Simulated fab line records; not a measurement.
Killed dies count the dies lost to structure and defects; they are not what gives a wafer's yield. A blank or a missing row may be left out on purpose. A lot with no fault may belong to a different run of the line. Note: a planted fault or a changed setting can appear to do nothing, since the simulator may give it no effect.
The tool behind it: which one? || flow nandHarc || 7 lots, 21 wafers sampled, at 1 step of a route of 1159

## WHAT EACH GAUGE READ, for each wafer
NHARC_A_BONDPAD_THK_MEAS_20: measures by xrf.
{"lot": "L181", "measured": "day 18 15:50", "on": "filmMetro-01", "thkNm (nm)": "170.2 168.1 171.2"}
{"lot": "L185", "measured": "day 19 12:55", "on": "filmMetro-02", "thkNm (nm)": "168.9 166.8 169.6"}
{"lot": "L186", "measured": "day 19 17:20", "on": "filmMetro-02", "thkNm (nm)": "168.4 169.7 171.3"}
{"lot": "L191", "measured": "day 21 06:57", "on": "filmMetro-02", "thkNm (nm)": "168.8 167.0 168.6"}
{"lot": "L196", "measured": "day 22 18:46", "on": "filmMetro-02", "thkNm (nm)": "169.4 167.3 166.2"}
{"lot": "L194", "measured": "day 22 21:53", "on": "filmMetro-01", "thkNm (nm)": "167.5 166.3 165.7"}
{"lot": "L203", "measured": "day 23 14:46", "on": "filmMetro-01", "thkNm (nm)": "168.3 168.5 169.1"}

## WHAT TOOL EACH LOT RAN ON (gives the tool, then ch and the chambers of the sampled wafers, and finally the start)
No process step before these readings appears in the record.

## THE ANSWER, worked out from the rows above alone
Rule: what is usual is taken from the lots themselves. The widest of any qualifying gaps counts: lots, ordered by their means at a reading, are off when they make up no more than a third of the lots, leave a main group of 4 or more, and stand apart from it by 3 or more times the standard deviation of that group's means. A main group is skipped when, at the precision printed for the reading in the tables above, its means are all equal. A lot without any number at a reading at which 4 lots or more have one is off too. All remaining lots with rows at the step are treated as sound.
None of the lots is off at any reading shown; this tells nothing.

## WHAT WAS PUT IN BY THE SIMULATOR
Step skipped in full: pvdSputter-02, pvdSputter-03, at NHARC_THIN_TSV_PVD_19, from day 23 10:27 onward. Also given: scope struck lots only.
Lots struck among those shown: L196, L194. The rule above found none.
